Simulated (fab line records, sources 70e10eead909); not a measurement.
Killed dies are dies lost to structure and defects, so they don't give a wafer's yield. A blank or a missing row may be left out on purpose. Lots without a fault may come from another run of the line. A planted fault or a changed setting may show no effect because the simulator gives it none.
fab line records | flow nand_harc
record lots=9 wafers=26 last_day=24
route steps=1159 shown A_WL_FILL@833 A_CONTACT@860 END@1159
lots that met no fault: from a run of the same line without faults
start_h: hours from the record's first day to the start of the lot's first wafer shown | wait_h: hours since the lot's step before | " the same as in the row above | L1.1+2: a row that stands for several wafers | - no value, or no start given | * or withheld: withheld | < > ~ a bound
route shown NAME@n: a module of which the file shows steps, and the number in the route of the first | usual: mean/standard deviation of fault-free wafers | same: alike in all rows | chamber/n: place in a boat | sites: the reading at each site | _std_site: their standard deviation | _edge_site: outer sites' mean less inner sites' | radius_mm: how far each site lies from the wafer's centre | mask NAME#n: copy n | behind: the tool/chamber that last shaped the wafer | hold: why the lot was held/for how many hours/how that ended | device: the transistor (n, p or np) that didn't switch | end of line: the same wafers' tests at the end of the route | a step without rows: its recipe alone | killed: dies lost to structure and defects at the first sort, not the wafer's yield | map: a wafer's dies, x killed, . not, _ none there
set.NAME: the setting as run; set.NAME@STEP: as run at that earlier step | model.NAME: the simulator's own value behind a step, which no gauge read
steps of the route over a sample of lots; a table a step, a row a wafer
services: from which hour (start_h, from the record's first day; less than 0 if before it) a tool's chamber was out of use, for how many hours, and why
## steps
# step NHARC_A_WL_FILL_CVD_20
# recipe target_thk_a=750 temp_c=300 pressure_torr=40 wf6_flow_sccm=40 h2_flow_sccm=1600 ar_flow_sccm=1560 time_s=5064 material=W
# usual heater_power_w=453/48 mfc_wf6_sccm=39.99/0.11 throttle_valve_pct=7.9/0.37
# same time_s=5064
# columns lot.wafer tool chamber start_h wait_h heater_power_w mfc_wf6_sccm since_wet_clean_h throttle_valve_pct
L696.1 cvd_w-01 0 - - 423 39.90 50 7.5
L696.3 " 0 " " 409 40.10 - 7.4
L696.6 " 0 " " 425 39.98 - 7.6
L706.1 cvd_w-02 1 - - 414 39.92 23 8.3
L706.5 " 1 " " 411 39.83 - 8.5
L706.6 " 0 " " 523 39.89 - 7.9
L708.2 cvd_w-01 0 - - 427 39.75 143 7.4
L708.3 " 0 " " 407 39.90 - 7.4
L711.3 cvd_w-02 0 - - 523 40.16 - 7.9
L711.4 " 0 " " 518 40.11 - 7.7
L711.6 " 0 " " 529 40.00 - 7.9
L712.2 cvd_w-01 0 - - 416 40.22 150 7.5
L712.4 " 1 " " 433 40.02 - 7.8
L712.5 " 0 " " 419 39.99 - 7.8
L717.2 cvd_w-01 1 - - 425 39.82 157 7.8
L717.6 " 1 " " 438 39.89 - 7.7
L717.5 " 0 " " 422 39.98 - 7.5
L713.3 cvd_w-02 0 - - 529 40.00 - 8.1
L713.4 " 1 " " 422 40.10 - 8.5
L713.5 " 1 " " 419 40.24 - 8.6
L716.1 cvd_w-01 0 - - 418 39.83 162 7.6
L716.2 " 1 " " 438 39.76 162 7.5
L716.3 " 1 " " 434 40.05 - 7.6
L715.1 cvd_w-01 1 - - 436 40.27 167 8.0
L715.2 " 0 " " 429 40.04 168 7.7
L715.5 " 1 " " 441 40.13 - 8.1
# step NHARC_A_CONTACT_ETCH_50
# recipe target_depth_a=847 time_s=42.4 cf4_flow_sccm=100 chf3_flow_sccm=30 ar_flow_sccm=0 rf_w=500 bias_w=200 chemistry=CF4/CHF3
# usual cf4_flow_sccm=100.0/0.31 drypump_motor_current_A=5.8/0.47 oes_product_au=0.948/0.02 rf_vpp_V=371.0/1.9 showerhead_plenum_p_Torr=1.59/0.056 throttle_valve_pct=16.803/0.0098
# same time_s=42.4
# columns lot.wafer tool chamber start_h wait_h cf4_flow_sccm drypump_motor_current_A oes_product_au rf_hours_counter_h rf_vpp_V showerhead_plenum_p_Torr throttle_valve_pct
L696.1 rie_diel-05 2 368.05 - 99.8 5.5 0.967 5 371.6 1.59 16.795
L696.3 " 1 " " 100.7 5.7 0.962 5 370.9 1.60 16.809
L696.6 " 2 " " 100.2 5.5 0.968 - 370.5 1.59 16.812
L706.1 rie_diel-07 0 432.38 - 99.8 6.0 0.835 3 370.5 1.56 16.799
L706.5 " 0 " " 99.9 6.0 0.833 - 369.5 1.56 16.808
L706.6 " 1 " " 100.0 6.1 0.946 - 372.3 1.62 16.802
L708.2 rie_diel-07 0 461.94 - 99.9 6.0 0.863 8 370.4 1.56 16.815
L708.3 " 1 " " 100.2 6.1 0.967 9 371.5 1.61 16.812
L711.4 rie_diel-05 1 463.84 - 99.9 5.7 0.933 41 371.1 1.59 16.814
L711.3 " 0 " " 99.7 5.6 0.929 43 368.5 1.50 16.805
L711.6 " 1 " " 99.8 5.7 0.923 - 371.7 1.59 16.791
L712.2 rie_diel-11 1 468.64 - 100.0 5.6 0.925 30 366.7 1.47 16.804
L712.4 " 2 " " 99.6 5.9 0.915 33 367.7 1.49 16.790
L712.5 " 1 " " 100.2 5.6 0.926 - 367.7 1.47 16.812
L717.2 rie_diel-05 2 476.33 - 99.9 5.5 0.921 48 370.3 1.58 16.796
L717.5 " 1 " " 100.4 5.7 0.912 - 371.3 1.59 16.806
L717.6 " 2 " " 100.0 5.5 0.920 - 370.4 1.58 16.795
L713.4 rie_diel-11 3 478.34 - 100.4 5.4 0.936 36 372.0 1.62 16.804
L713.3 " 0 " " 99.5 6.1 0.944 35 369.2 1.49 16.818
L713.5 " 3 " " 100.2 5.4 0.941 - 374.4 1.62 16.806
L716.2 rie_diel-05 2 480.41 - 99.6 5.5 0.926 50 369.7 1.58 16.805
L716.1 " 3 " " 100.4 5.5 0.946 45 372.6 1.61 16.802
L716.3 " 1 " " 100.1 5.7 0.919 47 371.0 1.59 16.802
L715.2 rie_diel-11 2 488.00 - 99.9 6.0 0.933 41 367.7 1.48 16.804
L715.1 " 0 " " 99.1 6.1 0.931 38 367.2 1.49 16.799
L715.5 " 3 " " 100.0 5.4 0.921 - 370.5 1.62 16.810
# step NHARC_A_CONTACT_ETCH_112
# recipe source_w=withheld pressure_mtorr=20 bias_v=3000 time_s=94 target_depth_a=9220 ar_flow_sccm=withheld c4f8_flow_sccm=withheld o2_flow_sccm=withheld chemistry=C4F8/O2/Ar
# same time_s=94
# columns lot.wafer tool chamber start_h wait_h rf_hours_counter_h
L696.1 har_cap_etch-01 0 368.98 0.2 50
L696.3 " 0 " " -
L696.6 " 1 " " -
L706.1 har_cap_etch-03 1 433.33 0.2 95
L706.5 " 0 " " -
L706.6 " 1 " " -
L708.2 har_cap_etch-01 1 462.86 0.2 66
L708.3 " 1 " " -
L711.3 har_cap_etch-02 1 464.81 0.1 -
L711.4 " 0 " " -
L711.6 " 0 " " -
L712.2 har_cap_etch-01 1 469.58 0.1 68
L712.4 " 0 " " -
L712.5 " 1 " " -
L717.2 har_cap_etch-01 0 477.26 0.2 69
L717.5 " 0 " " -
L717.6 " 1 " " -
L713.4 har_cap_etch-01 1 479.32 0.1 -
L713.3 " 0 " " -
L713.5 " 1 " " -
L716.1 har_cap_etch-03 1 481.36 0.2 104
L716.2 " 0 " " 104
L716.3 " 1 " " -
L715.1 har_cap_etch-02 1 488.94 0.2 29
L715.2 " 0 " " 29
L715.5 " 1 " " -
# step NHARC_A_CONTACT_ETCH_117
# recipe source_w=withheld pressure_mtorr=20 bias_v=3000 time_s=94 target_depth_a=9220 ar_flow_sccm=withheld c4f8_flow_sccm=withheld o2_flow_sccm=withheld chemistry=C4F8/O2/Ar
# same time_s=94
# columns lot.wafer tool chamber start_h wait_h rf_hours_counter_h
L696.1 har_cap_etch-01 0 369.43 0.1 51
L696.3 " 0 " " -
L696.6 " 1 " " -
L706.1 har_cap_etch-03 1 433.78 0.1 96
L706.5 " 0 " " -
L706.6 " 1 " " -
L708.2 har_cap_etch-01 1 463.31 0.1 67
L708.3 " 1 " " -
L711.3 har_cap_etch-02 1 465.26 0.1 -
L711.4 " 0 " " -
L711.6 " 0 " " -
L712.2 har_cap_etch-01 1 470.04 0.1 68
L712.4 " 0 " " -
L712.5 " 1 " " -
L717.2 har_cap_etch-01 0 477.71 0.1 70
L717.5 " 0 " " -
L717.6 " 1 " " -
L713.4 har_cap_etch-01 1 479.77 0.1 -
L713.3 " 0 " " -
L713.5 " 1 " " -
L716.1 har_cap_etch-03 1 481.81 0.1 104
L716.2 " 0 " " 104
L716.3 " 1 " " -
L715.1 har_cap_etch-02 1 489.39 0.1 29
L715.2 " 0 " " 29
L715.5 " 1 " " -
# step NHARC_END_SORT_01
# recipe temp_c=25
# usual killed_at_array=29/11 killed_at_other=0.7/1.1 killed_at_periphery=3.1/2 killed_dies=33/11 killed_open=3.5/1.8 killed_short=2.0/1.4
# same gross_dies=677
# columns lot.wafer tool chamber start_h wait_h killed_at_array killed_at_other killed_at_periphery killed_dies killed_open killed_short
L706.1 prober-01 0 518.18 2.5 101 0 4 105 4 1
L706.5 prober-01 0 521.31 3.6 87 0 4 91 3 2
L706.6 prober-01 0 522.09 3.9 30 0 7 37 8 3
L708.2 prober-02 0 539.61 2.8 56 0 4 60 4 3
L708.3 prober-02 0 540.41 3.1 34 3 2 39 2 2
L711.3 prober-01 0 540.39 3.1 34 0 3 37 2 3
L711.4 prober-01 0 541.20 3.4 32 0 2 34 5 3
L711.6 prober-01 0 542.81 4.0 23 0 2 25 4 1
# killed by level:class
L706.1 A_CONTACT:area_etch=78 A_SLIT:chamber_film_flake=8 A_CHANNEL_HOLE_D1:chamber_film_flake=6 A_CONTACT:chamber_film_flake=3 A_M0:geometric_particle:open=2 P_ZERO_WELL:chamber_film_flake=2 A_STAIRCASE:chamber_film_flake=2 P_BONDPAD:geometric_particle:open=1
L706.5 A_CONTACT:area_etch=55 A_SLIT:chamber_film_flake=11 A_STAIRCASE:chamber_film_flake=6 A_CONTACT:chamber_film_flake=6 A_CHANNEL_HOLE_D1:chamber_film_flake=3 A_WL_FILL:geometric_particle:open=2 P_ZERO_WELL:chamber_film_flake=2 P_M0:geometric_particle:open=1
L706.6 A_SLIT:chamber_film_flake=13 P_ZERO_WELL:chamber_film_flake=3 A_CHANNEL_HOLE_D1:chamber_film_flake=3 A_STAIRCASE:chamber_film_flake=3 A_CONTACT:chamber_film_flake=3 A_CHANNEL_FILL_D1:geometric_particle:open=2 A_CONTACT:geometric_particle:open=2 P_GATE:geometric_particle:open=1
L708.2 A_CHANNEL_HOLE_D1:chamber_film_flake=28 A_CONTACT:area_etch=17 A_STAIRCASE:chamber_film_flake=3 A_CONTACT:chamber_film_flake=3 P_GATE:geometric_particle:open=1 P_CONTACT:geometric_particle:short=1 P_CONTACT:geometric_particle:open=1 A_ONON_D1:geometric_particle:short=1
L711.3 A_SLIT:chamber_film_flake=16 A_CONTACT:chamber_film_flake=10 A_STAIRCASE:chamber_film_flake=4 P_M0:geometric_particle:open=2 A_SOURCE_PLATE:geometric_particle:short=1 A_CHANNEL_HOLE_D1:geometric_particle:short=1 A_CHANNEL_FILL_D1:geometric_particle:short=1 P_GATE:chamber_film_flake=1
L708.3 A_CHANNEL_HOLE_D1:chamber_film_flake=19 A_STAIRCASE:chamber_film_flake=5 A_CONTACT:chamber_film_flake=3 THIN_TSV:chamber_film_flake=3 A_CHANNEL_FILL_D1:chamber_film_flake=2 A_WL_FILL:chamber_film_flake=2 P_M0:geometric_particle:open=1 A_ONON_D1:geometric_particle:short=1
L711.4 A_SLIT:chamber_film_flake=12 A_STAIRCASE:chamber_film_flake=6 A_CHANNEL_HOLE_D1:chamber_film_flake=5 A_CONTACT:chamber_film_flake=3 A_ONON_D1:geometric_particle:short=2 P_GATE:geometric_particle:open=1 P_M1:geometric_particle:open=1 A_CHANNEL_FILL_D1:geometric_particle:short=1
L711.6 A_SLIT:chamber_film_flake=11 A_CHANNEL_HOLE_D1:chamber_film_flake=5 A_CONTACT:chamber_film_flake=3 P_CONTACT:geometric_particle:open=1 P_M0:geometric_particle:open=1 A_CONTACT:geometric_particle:open=1 A_BLC:geometric_particle:short=1 A_M0:geometric_particle:open=1
## services
# columns tool chamber start_h hours kind
rie_diel-05 - 340.70 9.0 pm
rie_diel-05 0 340.70 9.0 vent_cycle
rie_diel-05 1 340.70 9.0 vent_cycle
rie_diel-05 2 340.70 9.0 vent_cycle
rie_diel-05 3 340.70 9.0 vent_cycle
rie_diel-05 0 349.70 - clean
rie_diel-05 1 349.70 - clean
rie_diel-05 2 349.70 - clean
rie_diel-05 3 349.70 - clean
rie_diel-05 - 352.65 0.9 repair
rie_diel-11 - 367.18 9.0 pm
har_cap_etch-02 - 368.54 2.2 repair
rie_diel-05 3 381.74 12.5 repair
cvd_w-02 - 385.49 13.0 pm
rie_diel-07 - 405.62 9.0 pm
rie_diel-05 1 423.83 4.1 repair
rie_diel-11 1 427.98 3.9 repair
cvd_w-02 1 437.65 24.2 repair
rie_diel-07 3 440.93 18.8 repair
rie_diel-11 0 458.10 3.9 repair
cvd_w-01 - 479.62 13.0 pm
cvd_w-01 0 479.62 13.0 vent_cycle
cvd_w-01 1 479.62 13.0 vent_cycle
rie_diel-11 - 479.81 0.3 repair
## key
first_sign step=NHARC_A_CONTACT_ETCH_50 reading=oes_product_au direction=down sigmas=5.1 usual=0.948 struck=0.844
effect step=NHARC_END_SORT_01 reading=killed_dies direction=up sigmas=4.9 usual=33 struck=85
more_kills_born_at NHARC_A_CONTACT_ETCH_50@rie_diel-07=150
met_at NHARC_A_CONTACT_ETCH_50
struck_lots L706,L708
struck_wafers L706.1,L706.5,L708.2
tester_left_out L706,L708
not_acting_at NHARC_A_WL_FILL_CVD_20,NHARC_A_CONTACT_ETCH_112,NHARC_A_CONTACT_ETCH_117
fault kind=process_parameter_drift tool=rie_diel-07 chamber=0 onset_h=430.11 steps=NHARC_A_CONTACT_ETCH_50 channel=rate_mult offset=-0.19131 shape=step end_h=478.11
# tester_left_out: of these lots the tester's yield and bins aren't shown, on N5 and GAA mostly nor the transistor test; their killed dies are dies lost to structure and defects alone, not to doping, threshold or leakage, so they don't give the yield
